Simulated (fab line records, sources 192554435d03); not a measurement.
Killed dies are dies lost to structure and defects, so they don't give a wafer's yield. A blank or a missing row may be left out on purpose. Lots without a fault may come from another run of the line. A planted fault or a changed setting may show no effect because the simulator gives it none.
Chamber matching | flow n5_finfet | N5_GATE_CUT_CMP_61 on cmp-02: 4 sister chambers
The step polishes, stops on SiNx, t overpolish 3 s. 8 wafers are shown with their chamber, then 9 later ones without.

WAFERS WITH THEIR CHAMBER
wafer  | chamber | motor_current_A (A) | head_pressure_psi (psi)
L077.6 | 2       | 12.4                | 4.002
L082.2 | 2       | 12.2                | 3.996
L084.1 | 0       | 13.7                | 4.004
L086.1 | 1       | 11.2                | 3.995
L086.6 | 3       | 12.1                | 3.994
L087.1 | 1       | 10.8                | 3.993
L087.3 | 0       | 13.5                | 3.997
L087.6 | 3       | 11.3                | 3.991

WAFERS WITHOUT THEIR CHAMBER
wafer  | motor_current_A (A) | head_pressure_psi (psi)
L089.2 | 12.2                | 4.008
L089.3 | 11.3                | 4.012
L089.4 | 11.7                | 3.991
L095.2 | 11.7                | 3.993
L095.3 | 11.2                | 3.996
L095.4 | 12.2                | 4.009
L097.2 | 11.6                | 4.001
L097.4 | 13.3                | 4.017
L097.5 | 13.3                | 4.010

WHICH CHAMBER EACH WENT THROUGH
wafer  | from the rows above          | in truth
L089.2 | 2                            | 2
L089.3 | can't be placed: 2 or 1 or 3 | 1
L089.4 | can't be placed: 3 or 1      | 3
L095.2 | can't be placed: 3 or 1      | 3
L095.3 | can't be placed: 1 or 3      | 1
L095.4 | can't be placed: 2 or 0      | 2
L097.2 | can't be placed: 2 or 3 or 1 | 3
L097.4 | can't be placed: 0 or 2      | 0
L097.5 | can't be placed: 0 or 2      | 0
Placed correctly: 1 of 9. Can't be placed from these rows: 8 (the true chamber is among the candidates in 8). Placed wrongly: 0.
How it was worked out, from the rows above alone: a wafer's distance from a chamber is the root of the sum, over the readings, of the square of ((its reading less the chamber's mean) divided by the reading's scatter). The wafer belongs to the nearest chamber; if the next one is less than 2 further off, it can't be placed. A chamber's mean is the mean of its shown wafers. The scatter: the root of (the sum of the squares of (reading less its chamber's mean) over the shown wafers, divided by (wafers less chambers)).
